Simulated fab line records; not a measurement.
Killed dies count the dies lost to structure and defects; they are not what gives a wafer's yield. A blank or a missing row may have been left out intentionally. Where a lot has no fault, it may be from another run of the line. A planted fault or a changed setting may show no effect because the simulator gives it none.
Comparing a struck lot with a sound one	flow n5 finfet	16 out of 1938 route steps
Sound: wafers L998.1, L998.3, L998.6. Struck: wafer L997.1 (L997.3, L997.4, from the same lot, were not struck and are left out); the cause is given at the end.
Order at every step that has rows: each side's tool, ch and its chambers, its first start. Under that, the readings that differ: sound wafers	struck wafers	difference of the means	sigmas: that difference in standard deviations of wafers without a fault.
alike: a reading whose means differ by less than 2 such deviations, as well as words and numbers matching on both sides. not compared: withheld readings; readings where some wafer has no value; bounds like >300 that might hide an equal value; numbers whose values overlap and for which the record gives no deviation.
A row with sigmas, a row that says differs or no value, or rows on one side alone: a step with any of these is where the two part. When numbers do not overlap yet have no deviation, they are printed without sigmas and do not part them. A reading that every wafer of one side lacks parts them only if that side has two wafers or more.

first, 2 steps without rows for these wafers: N5_BEOL_M4_PEB_09 (peb time 60 s); N5_BEOL_M4_DEVELOP_10 (develop time 30 s).
N5_BEOL_M4_CD_MEAS_11: target cd 16.79 nm.
  sound on cd sem-01 ch 0, day 13 02:16; struck on cd sem-01 ch 0, day 12 11:20
reading	sound	struck	difference	sigmas
cd nm (nm)	16.67 16.38 16.43	17.37	+0.88	+4
N5_BEOL_M4_OVL_MEAS_12:
  sound on overlay-01 ch 0, day 13 02:18; struck on overlay-01 ch 0, day 12 11:22
  alike: M4_OVL
N5_BEOL_M4_INSPECT_13: inspects for defects (brightfield).
  struck on defect inspect-01, day 12 11:25; sound on defect inspect-02, day 13 02:21
  alike: raw defect count
N5_BEOL_M4_DESCUM_16: chemistry O2, time 7 s.
  sound on rie diel-01 ch 0,2, day 13 02:23; struck on rie diel-04 ch 2, day 12 11:37
  alike: drypump motor current A, oes product au, rf vpp V, showerhead plenum p Torr, throttle valve pct
  not compared: rf hours counter h
N5_BEOL_M4_ETCH_74: etches underlayer in N2/H2, target depth 6.5 nm, time 5.2 s.
  sound on rie diel-01 ch 0,2, day 13 02:25; struck on rie diel-04 ch 2, day 12 11:38
  alike: drypump motor current A, etch rf on time s, oes product au, rf vpp V, showerhead plenum p Torr, throttle valve pct
  not compared: rf hours counter h
then, 1 step without rows for these wafers: N5_BEOL_M4_ETCH_63 (etches SiARC in CF4, target depth 15.6 nm, time 26 s).
N5_BEOL_M4_ETCH_64: etches SOC in N2/H2, target depth 75 nm, overetch 22.5 nm, time 121.9 s.
  sound on rie diel-01 ch 0,2, day 13 02:28; struck on rie diel-04 ch 2, day 12 11:41
  alike: drypump motor current A, oes product au, rf vpp V, showerhead plenum p Torr, throttle valve pct
  not compared: rf hours counter h
then, 2 steps without rows for these wafers: N5_BEOL_M4_STRIP_65 (strips in N2/H2); N5_BEOL_M4_STRIP_75 (strips in N2/H2).
N5_BEOL_M4_STRIP_66: strips in CF4.
  sound on rie diel-01 ch 0,2, day 13 02:36; struck on rie diel-04 ch 2, day 12 11:49
  alike: drypump motor current A, oes product au, rf vpp V, showerhead plenum p Torr, throttle valve pct
  not compared: rf hours counter h
N5_BEOL_M4_HM_OPEN_17: chemistry Cl2/BCl3, target TiN, target depth 20 nm, overetch 6 nm.
  sound on rie metal-02 ch 0,1, day 13 02:38; struck on rie metal-03 ch 1, day 12 11:52
reading	sound	struck	difference	sigmas
model.SOC_of_BEOL_M4_COAT_61.thk nm (nm)	52.6 52 52	48.8	-3.4	
model.BEOL_M4.cd offset nm (nm)	-0.6 -0.2 -0.2	0.4	+0.7	
  alike: drypump motor current A, oes product au, throttle valve pct
  not compared: rf hours counter h
N5_BEOL_M4_STRIP_19: strips in O2.
  sound on rie diel-01 ch 0,1,3, day 13 02:45; struck on rie diel-06 ch 0, day 12 11:58
reading	sound	struck	difference	sigmas
oes product au (a.u.)	0.92 0.92 0.78	0.68	-0.19	-2
  alike: drypump motor current A, rf vpp V, showerhead plenum p Torr, throttle valve pct
  not compared: rf hours counter h
N5_BEOL_M4_RC_MEAS_101:
  sound on prober-01 ch 0, day 13 10:42; struck on prober-02 ch 0, day 13 05:03
  alike: DIBL_N, DIBL_P, IOFF_N, IOFF_P, ION_N, ION_P, SS_N, SS_P, VT_N, VT_P
next, for these wafers, 1 step has no rows: N5_PASSIVATION_PROBE_49.

== WHERE THEY PART ==
Last at N5_BEOL_M4_STRIP_19 as far as this record goes, first at N5_BEOL_M4_CD_MEAS_11. Later steps at which nothing parts them and some readings are alike: N5_BEOL_M4_RC_MEAS_101.

WHY: what had been put in by the simulator
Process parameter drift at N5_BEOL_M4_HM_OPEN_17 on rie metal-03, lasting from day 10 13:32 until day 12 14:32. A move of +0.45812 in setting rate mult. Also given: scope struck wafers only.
